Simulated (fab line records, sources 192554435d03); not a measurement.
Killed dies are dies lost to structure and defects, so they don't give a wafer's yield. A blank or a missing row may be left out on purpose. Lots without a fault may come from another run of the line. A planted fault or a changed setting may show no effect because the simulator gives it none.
Chamber matching | flow n5_finfet | N5_BEOL_M14_DESCUM_33 on rie_diel-04: 4 sister chambers
The step chemistry O2, time 7.9 s. 4 wafers are shown with their chamber, then 8 later ones without.

WAFERS WITH THEIR CHAMBER
wafer  | chamber | drypump_motor_current_A (A)
L075.4 | 2       | 5.6
L081.2 | 1       | 4.7
L081.6 | 0       | 5.5
L090.1 | 3       | 5.4

WAFERS WITHOUT THEIR CHAMBER
wafer  | drypump_motor_current_A (A)
L090.2 | 4.8
L090.5 | 5.5
L089.1 | 5.4
L089.4 | 5.7
L089.6 | 5.5
L097.3 | 5.6
L097.4 | 5.4
L097.6 | 5.7

WHICH CHAMBER EACH WENT THROUGH
wafer  | from the rows above          | in truth
L090.2 | 1                            | 1
L090.5 | can't be placed: 0 or 2 or 3 | 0
L089.1 | can't be placed: 3 or 0      | 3
L089.4 | can't be placed: 2 or 0      | 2
L089.6 | can't be placed: 0 or 2 or 3 | 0
L097.3 | can't be placed: 2 or 0      | 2
L097.4 | can't be placed: 3 or 0      | 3
L097.6 | can't be placed: 2 or 0      | 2
Placed correctly: 1 of 8. Can't be placed from these rows: 7 (the true chamber is among the candidates in 7). Placed wrongly: 0.
How it was worked out, from the rows above alone: a wafer's distance from a chamber is the root of the sum, over the readings, of the square of ((its reading less the chamber's mean) divided by the reading's scatter). The wafer belongs to the nearest chamber; if the next one is less than 2 further off, it can't be placed. A chamber's mean is the mean of its shown wafers. The scatter: with one shown wafer a chamber, the root of the mean of the squares of how far each hidden wafer lies from its nearest shown one.
